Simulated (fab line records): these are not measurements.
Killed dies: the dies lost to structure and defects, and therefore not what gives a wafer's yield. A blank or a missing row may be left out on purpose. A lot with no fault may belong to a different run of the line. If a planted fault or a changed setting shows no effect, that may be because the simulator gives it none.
Matching of chambers ; flow nandHarc ; rieDiel-10 running NHARC_P_M2_DESCUM_14: 4 sister chambers
The step chemistry O2, time 3 s. 18 wafers are shown with their chamber, then 9 later ones without.

## WAFERS, EACH WITH ITS CHAMBER
wafer;chamber;drypumpMotorCurrentA (A);oesProductAu (a.u.);throttleValvePct (%)
L074.1;0;5.3;1.003;11.315
L074.3;3;5.5;0.991;11.317
L074.5;1;6.8;1.032;11.307
L078.1;1;6.7;1.029;11.317
L078.4;0;5.3;0.998;11.307
L078.6;2;5.3;1.042;11.309
L080.1;3;5.6;1.000;11.325
L080.4;2;5.3;1.025;11.304
L080.5;3;5.5;0.998;11.314
L082.1;3;5.5;0.995;11.309
L082.3;0;5.3;0.987;11.301
L082.4;1;6.7;1.014;11.313
L082.2;2;5.3;1.021;11.312
L082.5;1;6.7;1.018;11.299
L082.6;0;5.3;1.002;11.301
L083.4;2;5.3;1.016;11.315
L083.5;1;6.8;1.038;11.301
L083.6;2;5.3;1.018;11.312

SIGNATURES (means of the wafers above)
reading;chamber 0;chamber 1;chamber 2;chamber 3;scatter within a chamber
drypumpMotorCurrentA;5.300;6.740;5.300;5.525;0.0373
oesProductAu;0.99750;1.02620;1.02440;0.99600;0.00861
throttleValvePct;11.30600;11.30740;11.31040;11.31625;0.00639
Rule: a wafer's distance from a chamber is the root of the sum, over the readings, of the square of ((its reading less the chamber's mean) divided by the reading's scatter). If the next closest chamber is less than 2 further off than the closest, the wafer can't be placed; otherwise it belongs to the closest. How the scatter is found: for the shown wafers, subtract from each reading the mean of its chamber, square and add these, divide the total by (wafers less chambers), then take the root.

## WAFERS WITHOUT THEIR CHAMBER
wafer;drypumpMotorCurrentA (A);oesProductAu (a.u.);throttleValvePct (%)
L091.2;5.3;1.008;11.309
L091.4;5.5;0.990;11.313
L091.5;5.3;1.006;11.315
L092.4;5.3;1.018;11.306
L092.5;5.5;0.982;11.305
L092.6;5.3;1.004;11.304
L097.1;5.5;0.979;11.314
L097.4;5.3;1.001;11.321
L097.5;6.7;1.024;11.311

## THE CHAMBER EACH PASSED THROUGH
wafer;from the rows above;in truth
L091.2;can't be placed: 0 or 2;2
L091.4;3;3
L091.5;can't be placed: 0 or 2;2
L092.4;can't be placed: 2 or 0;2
L092.5;3;3
L092.6;can't be placed: 0 or 2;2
L097.1;3;3
L097.4;can't be placed: 0 or 2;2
L097.5;1;1
Placed correctly: 4 of 9. Cannot be placed on the basis of these rows: 5; the candidates contain the true chamber in 5. Number placed wrongly: 0.
